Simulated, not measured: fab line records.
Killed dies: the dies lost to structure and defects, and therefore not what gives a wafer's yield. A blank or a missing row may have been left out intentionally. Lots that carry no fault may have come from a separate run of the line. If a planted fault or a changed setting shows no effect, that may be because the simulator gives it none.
fab line records + flow n5_finfet
[record]
- lots = 3
- wafers = 9
- last_day = 18
route steps=1938 shown SD_EPI_P@302 SD_ACTIVATION@330 ILD0@335 BEOL_M4@1111 PASSIVATION@1936
lots that met no fault: from a run of the same line without faults
start_h: start of the lot's first displayed wafer, in hours after the record's first day + wait_h: time in hours since the lot's previous step + " repeats the value in the row above + L1.1+2: one row covering several wafers at once + - either no value or no given start + * or withheld: withheld + < > ~ a bound
route shown NAME@n: a module of which the file shows steps, and the number in the route of the first + usual: the fault-free wafers' mean and standard deviation + same: alike in all rows + chamber/n: place in a boat + sites: readings site by site + _std_site: the standard deviation of these + _edge_site: the outer-site mean with the inner-site mean subtracted + radius_mm: for every site, how far away it sits from the centre of the wafer + mask NAME#n: copy n + behind: the last tool/chamber to shape the wafer + hold: why the lot was held/for how many hours/how that ended + device: names the non-switching transistor (n, p or np) + end of line: the tests these same wafers got at the end of their route + for a step that has no rows: nothing shown but its recipe + killed: dies that structure and defects cost at the first sort, which is not the same as the wafer's yield + map: shows each die of a wafer: x if killed, . if not, _ if none is there
set.NAME: the setting that was run; set.NAME@STEP: the one run at that earlier step + model.NAME: the simulator's own value behind a step, which no gauge read
a table for each step, a row for each wafer; lots at some steps of the route
services: a tool's chamber out of use, with start hour (start_h, from the record's first day; less than 0 if before it), hours out, and reason
[[steps]]
[step N5_SD_EPI_P_DEVELOP_08]
[recipe]
- develop_time_s = 30
- developer = TMAH
- resist = CAR-ArF-block
- dev_temp_c = 23
- rinse_liquid = diw
- dry = air_spin
[step N5_SD_EPI_P_DESCUM_14]
[recipe]
- chemistry = O2
- time_s = 7.9
- source_power_w = 50
- bias_power_w = 20
- pressure_mtorr = 20
- rf_frequency_hz = 2.712e+07
- temp_c = 40
- resist = CAR-ArF-block
- o2_flow_sccm = 225
[step N5_SD_EPI_P_ETCH_36]
[recipe]
- chemistry = CF4
- target = SiARC
- target_depth_a = 455
- mask_material = CAR-ArF-block
- time_s = 75.8
- ion_energy_ev = 80
- pressure_mtorr = 40
- source_w = 545
- bias_w = 36
- Ar_flow_sccm = 100
- cf4_flow_sccm = 100
- ends = cleared
[step N5_SD_EPI_P_ETCH_37]
[recipe]
- chemistry = N2/H2
- target = SOC
- overetch_a = 1080
- mask_material = SiARC
- temp_c = 40
- ion_energy_ev = 100
- source_w = 3000
- bias_w = 133
- pressure_mtorr = 20
- time_s = 486
- n2_flow_sccm = 200
- h2_flow_sccm = 200
- ends = end_point
[step N5_SD_EPI_P_STRIP_38]
[recipe]
- chemistry = N2/H2
- temp_c = 40
- n2_flow_sccm = 200
- h2_flow_sccm = 200
- rf_frequency_hz = 6e+07
[step N5_SD_EPI_P_ETCHBACK_46]
[recipe]
- chemistry = CH3F/O2
- mode = anisotropic_etchback
- target = SiNx
- target_depth_a = 175
- stop_on = SiO2
- over_etch_frac = 0.3
- ion_energy_ev = 120
- pressure_mtorr = 30
- source_w = 395
- bias_w = 73
- Ar_flow_sccm = 150
- CH3F_flow_sccm = 30
- O2_flow_sccm = 20
[step N5_SD_EPI_P_ETCH_47]
[recipe]
- chemistry = CH3F/O2
- target = SiOCN
- target_depth_a = 250
- mask_material = SOC
- ion_energy_ev = 60
- bias_w = 29
- pressure_mtorr = 30
- source_w = 410
- Ar_flow_sccm = 150
- CH3F_flow_sccm = 30
- O2_flow_sccm = 20
[step N5_SD_EPI_P_ETCH_16]
[recipe]
- chemistry = CHF3/O2
- target = SiO2
- target_depth_a = 50
- mask_material = SOC
- pressure_mtorr = 30
- source_w = 650
- bias_w = 170
- Ar_flow_sccm = 200
- CHF3_flow_sccm = 50
- O2_flow_sccm = 5
- ion_energy_ev = 200
[step N5_SD_EPI_P_STRIP_50]
[recipe]
- chemistry = CHF3/O2
- resist = SiARC
- rf_frequency_hz = 6e+07
[step N5_SD_EPI_P_SD_RECESS_17]
[recipe]
- chemistry = HBr/Cl2/O2
- target_depth_a = 391
- bt_time_s = 3
- pressure_mtorr = 10
- icp_w = 800
- bias_w = 112
- HBr_flow_sccm = 150
- Cl2_flow_sccm = 80
- O2_flow_sccm = 12
[usual]
- bias_w = 112.0/0.36
- drypump_motor_current_A = 5.7/0.56
- oes_product_au = 0.995/0.015
- throttle_valve_pct = 37.02/0.24
| lot.wafer | tool      | chamber | start_h | wait_h | bias_w | drypump_motor_current_A | oes_product_au | rf_hours_counter_h | throttle_valve_pct | model.etch.depth_nm | model.SD_EPI_P.feature_depth_nm |
|-----------|-----------|---------|---------|--------|--------|-------------------------|----------------|--------------------|--------------------|---------------------|---------------------------------|
| L581.1    | rie_si-04 | 2       | 73.54   | 0.0    | 112.0  | 4.8                     | 1.007          | 154                | 37.34              | 40.07               | 40                              |
| L581.3    | "         | 0       | "       | "      | 111.6  | 4.8                     | 0.986          | 5                  | 36.80              | 39.08               | 39                              |
| L581.6    | "         | 1       | "       | "      | 111.7  | 6.6                     | 0.999          | -                  | 37.01              | 39.11               | 39.2                            |
| L583.1    | rie_si-04 | 1       | 85.00   | 0.0    | 112.4  | 6.7                     | 0.994          | 104                | 37.01              | 34.13               | 34.2                            |
| L583.5    | "         | 3       | "       | "      | 112.2  | 6.1                     | 1.005          | -                  | 37.24              | 39.84               | 39.8                            |
| L583.6    | "         | 0       | "       | "      | 111.9  | 4.8                     | 0.994          | -                  | 36.79              | 39.81               | 39.8                            |
| L598.2    | rie_si-05 | 2       | 178.20  | 0.0    | 112.1  | 5.4                     | 0.988          | 156                | 36.81              | 38.39               | 38.4                            |
| L598.3    | "         | 0       | "       | "      | 111.4  | 5.3                     | 0.967          | 185                | 36.93              | 37.53               | 37.6                            |
| L598.6    | "         | 0       | "       | "      | 111.1  | 5.3                     | 0.968          | -                  | 36.94              | 37.28               | 37.2                            |
[step N5_SD_EPI_P_WET_ETCH_45]
[recipe]
- chemistry = dHF
- dilution = withheld
- time_s = 10.7
- target = SiO2
- target_depth_a = 20
- temp_c = 25
- dry = ipa_marangoni
- rinse_time_s = 30
- rinse_temp_c = 23
[step N5_SD_EPI_P_STRIP_40]
[recipe]
- chemistry = N2/H2
- power_w = 1000
- temp_c = 250
- h2_frac = 0.65
- overash_fraction = 0.3
- pressure_mtorr = withheld
- n2_flow_sccm = 1750
- h2_flow_sccm = 3250
[step N5_SD_EPI_P_PRECLEAN_52]
[recipe]
- chemistry = O3/DIW
- time_s = 60
- temp_c = 22
- o3_ppm = 10
[step N5_SD_EPI_P_SRD_20]
[recipe]
- dry = ipa_marangoni
- do_ppb = 5
- time_s = 30
- temp_c = 23
- rinse_liquid = diw
[step N5_SD_EPI_P_PRECLEAN_51]
[recipe]
- chemistry = NF3:NH3
- afs_cycles = 1
- temp_c = 30
- time_s = 20
- sublimation_temp_c = 180
- sublimation_time_s = 60
- pressure_torr = 3
- rf_power_w = 30
[step N5_SD_EPI_P_VAPOR_ETCH_44]
[recipe]
- chemistry = NF3/Ar
- target = SiGe30
- temp_c = 25
- time_s = 3.3
- mode = isotropic
[step N5_SD_EPI_P_EPI_21]
[recipe]
- material = SiGe:B
- dopant = B
- temp_c = 550
- pressure_torr = 20
- ambient = H2
- time_s = 355
[step N5_SD_EPI_P_HM_STRIP_48]
[recipe]
- chemistry = H3PO4
- temp_c = 160
- material = SiNx
- target = SiNx
- target_depth_a = 30
- overetch_fraction = 0.3
[step N5_SD_EPI_P_SRD_49]
[recipe]
- dry = ipa_marangoni
- time_s = 30
- temp_c = 23
- rinse_liquid = diw
[step N5_SD_EPI_P_PRECLEAN_24]
[recipe]
- chemistry = O3/DIW
- time_s = 45
- temp_c = 22
- o3_ppm = 10
[step N5_SD_EPI_P_PRECLEAN_32]
[recipe]
- chemistry = dHF
- time_s = 10
- dilution = 500:1
- temp_c = 25
[step N5_SD_EPI_P_PRECLEAN_33]
[recipe]
- chemistry = SC2
- time_s = 45
- temp_c = 35
- mix = 1:1:50
[step N5_SD_EPI_P_SRD_25]
[recipe]
- time_s = 30
- temp_c = 23
- rinse_liquid = diw
- dry = ipa_marangoni
[step N5_SD_ACTIVATION_RTA_00]
[recipe]
- temp_c = 975
- time_s = 0
- ambient = N2
- idle_temp_c = 600
- ramp_up_c_per_s = 150
- ramp_down_c_per_s = 60
- cool_to_c = 600
[step N5_SD_ACTIVATION_LSA_01]
[recipe]
- temp_c = 1080
- time_s = 0.0008
- ambient = N2
[step N5_ILD0_LINER_00]
[recipe]
- material = SiNx
- target_thk_a = 40
- temp_c = 400
- ald_precursor_family = SiH2I2
- ald_co_reactant = N2/H2-plasma
- pulse_time_s = 1
- purge_time_s = 2
- co_reactant_purge_time_s = 2
- ald_cycles = 80
- pressure_torr = 2
[step N5_ILD0_FCVD_FILL_01]
[recipe]
- material = SiO2_flowable
- target_thk_a = 2000
- temp_c = 100
- pressure_torr = 0.8
- rf_w = 2000
- time_s = 328.3
[step N5_ILD0_CURE_02]
[recipe]
- temp_c = 450
- time_s = 1800
- ambient = steam
- idle_temp_c = 400
- ramp_up_c_per_min = 5
- ramp_down_c_per_min = 3
- densification_p_h2o_torr = 640
[step N5_ILD0_CMP_03]
[recipe]
- stop_on = SiNx
- t_overpolish_s = 1.9
- post_cmp_clean = alkaline_brush
- down_force_psi = 4.1491
- platen_rpm = 51.796
- pad_velocity_m_s = 1.0306
- target_thk_nm = 197.38
[step N5_ILD0_CMP_07]
[recipe]
- stop_on = poly-Si
- material = SiO2_flowable
- t_overpolish_s = 1.18
- post_cmp_clean = alkaline_brush
- down_force_psi = 4.1491
- platen_rpm = 51.796
- pad_velocity_m_s = 1.0306
- target_thk_nm = 138.88
[step N5_ILD0_PRECLEAN_10]
[recipe]
- chemistry = NF3:NH3
- afs_cycles = 5
- time_s = 20
- temp_c = 30
- sublimation_temp_c = 180
- sublimation_time_s = 60
- pressure_torr = 3
- rf_power_w = 30
[step N5_ILD0_ALD_15]
[recipe]
- material = SiNx
- target_thk_a = 240
- temp_c = 400
- ald_precursor_family = SiH2I2
- ald_co_reactant = N2/H2-plasma
- pulse_time_s = 1
- ald_cycles = 480
- purge_time_s = 2
- co_reactant_purge_time_s = 2
- pressure_torr = 2
[step N5_BEOL_M4_RC_MEAS_101]
[usual]
- CJ_P = 5.76/0.25
- DIBL_N = 36.3/1.7
- DIBL_P = 36.5/2.1
- IOFF_N = 0.16/0.03
- IOFF_P = 0.22/0.035
- ION_N = 675/11
- ION_P = 465/7.1
- SS_N = 71.5/0.62
- SS_P = 73.3/0.64
- VT_N = 250/3.1
- VT_P = -249.1/3
| lot.wafer | tool      | chamber | start_h | wait_h | CJ_P | DIBL_N[mV/V] | DIBL_P[mV/V] | IOFF_N[nA/um] | IOFF_P[nA/um] | ION_N[uA/um] | ION_P[uA/um] | SS_N[mV/dec] | SS_P[mV/dec] | VT_N[mV] | VT_P[mV] |
|-----------|-----------|---------|---------|--------|------|--------------|--------------|---------------|---------------|--------------|--------------|--------------|--------------|----------|----------|
| L581.1    | prober-02 | 0       | 188.70  | 0.0    | 5.87 | 37.3         | 37.1         | 0.16          | 0.24          | 682          | 479          | 71.2         | 73.1         | 248      | -246.7   |
| L581.3    | "         | 0       | "       | "      | 5.86 | 37.3         | 37.2         | 0.16          | 0.22          | 677          | 467          | 71.9         | 73.0         | 250      | -248.7   |
| L581.6    | "         | 0       | "       | "      | 5.76 | 35.0         | 34.3         | 0.12          | 0.18          | 658          | 459          | 70.4         | 73.2         | 254      | -249.8   |
| L583.1    | prober-01 | 0       | 195.23  | 0.0    | 4.96 | 37.6         | 37.7         | 0.19          | 0.20          | 697          | 450          | 72.1         | 73.9         | 246      | -254.5   |
| L583.5    | "         | 0       | "       | "      | 6.06 | 38.3         | 38.9         | 0.20          | 0.24          | 694          | 470          | 71.4         | 74.3         | 246      | -249.7   |
| L583.6    | "         | 0       | "       | "      | 6.04 | 35.1         | 35.7         | 0.16          | 0.19          | 688          | 470          | 71.7         | 73.1         | 248      | -254.5   |
| L598.2    | prober-01 | 0       | 309.13  | 0.2    | 5.86 | 35.8         | 34.8         | 0.16          | 0.22          | 694          | 476          | 71.4         | 73.4         | 248      | -247.7   |
| L598.3    | "         | 0       | "       | "      | 5.38 | 36.8         | 36.0         | 0.17          | 0.23          | 690          | 469          | 71.8         | 72.9         | 248      | -244.7   |
| L598.6    | "         | 0       | "       | "      | 5.30 | 35.3         | 33.7         | 0.13          | 0.19          | 670          | 463          | 70.9         | 72.6         | 253      | -246.4   |
[step N5_PASSIVATION_PROBE_49]
[usual]
- defect_limited_yield = 91.2/1.4
- killed_at_M0_to_M3 = 36/10
- killed_at_M4_up = 13/5.1
- killed_at_contacts = 12/5.4
- killed_at_front_end = 39/11
- killed_at_other = 3.5/2.4
- killed_dies = 104/17
- killed_open = 67/13
- killed_short = 36/8.3
- sort_bin_5_function = 5.2/0.98
- sort_bin_6_memory = 3.3/0.68
- sort_n_pass = 1076/17
- sort_yield_pct = 91.2/1.4
[same]
- gross_dies = 1180
- killed_at_back_side = 0
- sort_bin_4_leakage[%] = 0
- sort_bin_8_speed[%] = 0
| lot.wafer | tool      | chamber | start_h | wait_h | defect_limited_yield[%] | killed_at_M0_to_M3 | killed_at_M4_up | killed_at_contacts | killed_at_front_end | killed_at_other | killed_dies | killed_open | killed_short | sort_bin_5_function[%] | sort_bin_6_memory[%] | sort_n_pass | sort_yield_pct[%] |
|-----------|-----------|---------|---------|--------|-------------------------|--------------------|-----------------|--------------------|---------------------|-----------------|-------------|-------------|--------------|------------------------|----------------------|-------------|-------------------|
| L581.1    | prober-01 | -       | 278.41  | 0.0    | 90.0                    | 48                 | 13              | 15                 | 39                  | 3               | 118         | 79          | 39           | 5.1                    | 4.6                  | 1062        | 90.0              |
| L581.3    | prober-01 | -       | 278.51  | 0.1    | 89.7                    | 51                 | 16              | 12                 | 36                  | 6               | 121         | 72          | 49           | 6.2                    | 3.6                  | 1059        | 89.7              |
| L581.6    | prober-01 | -       | 278.66  | 0.3    | 89.8                    | 37                 | 14              | 16                 | 53                  | 0               | 120         | 76          | 43           | 6.5                    | 3.4                  | 1060        | 89.8              |
| L583.1    | prober-02 | -       | 280.17  | 0.0    | 91.5                    | 43                 | 17              | 3                  | 35                  | 2               | 100         | 62          | 37           | 5.3                    | 2.9                  | 1080        | 91.5              |
| L583.5    | prober-02 | -       | 280.37  | 0.2    | 93.2                    | 18                 | 7               | 10                 | 40                  | 5               | 80          | 47          | 32           | 4.2                    | 2.3                  | 1100        | 93.2              |
| L583.6    | prober-02 | -       | 280.42  | 0.3    | 92.0                    | 30                 | 12              | 20                 | 32                  | 0               | 94          | 69          | 25           | 4.7                    | 3.1                  | 1086        | 92.0              |
// killed by level:class
L581.1 MOL_CONTACT_COAG:geometric_particle:open=13 BEOL_M0_SAQP:geometric_particle:short=13 BEOL_M0_SAQP:geometric_particle:open=10 BEOL_M2:geometric_particle:open=10 FIN_SAQP:geometric_particle:short=8 FIN_SAQP:geometric_particle:open=8 BEOL_M3:geometric_particle:open=7 DUMMY_GATE:geometric_particle:open=4
L581.3 FIN_SAQP:geometric_particle:short=14 BEOL_M2:geometric_particle:open=13 BEOL_M0_SAQP:geometric_particle:short=12 BEOL_M0_SAQP:geometric_particle:open=12 FIN_SAQP:geometric_particle:open=9 BEOL_M3:geometric_particle:open=8 MOL_CONTACT_COAG:geometric_particle:open=7 BEOL_M4:geometric_particle:open=7
L581.6 BEOL_M0_SAQP:geometric_particle:short=13 MOL_CONTACT_COAG:geometric_particle:open=12 BEOL_M0_SAQP:geometric_particle:open=9 FIN_SAQP:geometric_particle:open=8 STI_FIN_REVEAL:geometric_particle:open=8 FIN_SAQP:geometric_particle:short=7 DUMMY_GATE:geometric_particle:open=6 GATE_CUT:geometric_particle:short=6
L583.1 BEOL_M0_SAQP:geometric_particle:open=14 BEOL_M0_SAQP:geometric_particle:short=12 FIN_SAQP:geometric_particle:open=9 BEOL_M4:geometric_particle:open=7 FIN_SAQP:geometric_particle:short=6 STI_FIN_REVEAL:geometric_particle:open=5 BEOL_M2:geometric_particle:open=5 BEOL_M3:geometric_particle:open=5
L583.5 MOL_CONTACT_COAG:geometric_particle:open=8 BEOL_M0_SAQP:geometric_particle:short=6 GATE_CUT:geometric_particle:short=6 FIN_SAQP:geometric_particle:open=5 FIN_SAQP:geometric_particle:short=5 BEOL_M4:geometric_particle:open=5 STI_FIN_REVEAL:geometric_particle:open=4 BEOL_M0_SAQP:geometric_particle:open=4
L583.6 MOL_CONTACT_COAG:geometric_particle:open=18 BEOL_M0_SAQP:geometric_particle:open=7 STI_FIN_REVEAL:geometric_particle:open=6 GATE_CUT:geometric_particle:short=6 BEOL_M2:geometric_particle:open=6 FIN_SAQP:geometric_particle:short=5 BEOL_M0_SAQP:geometric_particle:short=5 BEOL_M8:geometric_particle:open=5
[[services]]
| tool      | chamber | start_h | hours | kind   |
|-----------|---------|---------|-------|--------|
| rie_si-05 | 3       | 104.98  | 9.2   | repair |
| rie_si-05 | 3       | 173.25  | 8.4   | repair |
[[key]]
[first_sign]
- step = N5_BEOL_M4_RC_MEAS_101
- reading = CJ_P
- direction = down
- sigmas = 3.1
- usual = 5.76
- struck = 4.96
effect none on later readings
[model_effect]
- step = N5_SD_EPI_P_SD_RECESS_17
- value = etch.depth_nm
- without = 39.06
- struck = 34.13
met_at N5_SD_EPI_P_SD_RECESS_17
struck_wafers L583.1
onset_between 73.54 85.00
[fault]
- kind = process_parameter_drift
- tool = rie_si-04
- chamber = 1
- onset_h = 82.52
- steps = N5_SD_EPI_P_SD_RECESS_17
- channel = target_depth_a
- offset = -49.409
- shape = step
- end_h = 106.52
- acts_in = these_recipes_only
- stated = 391
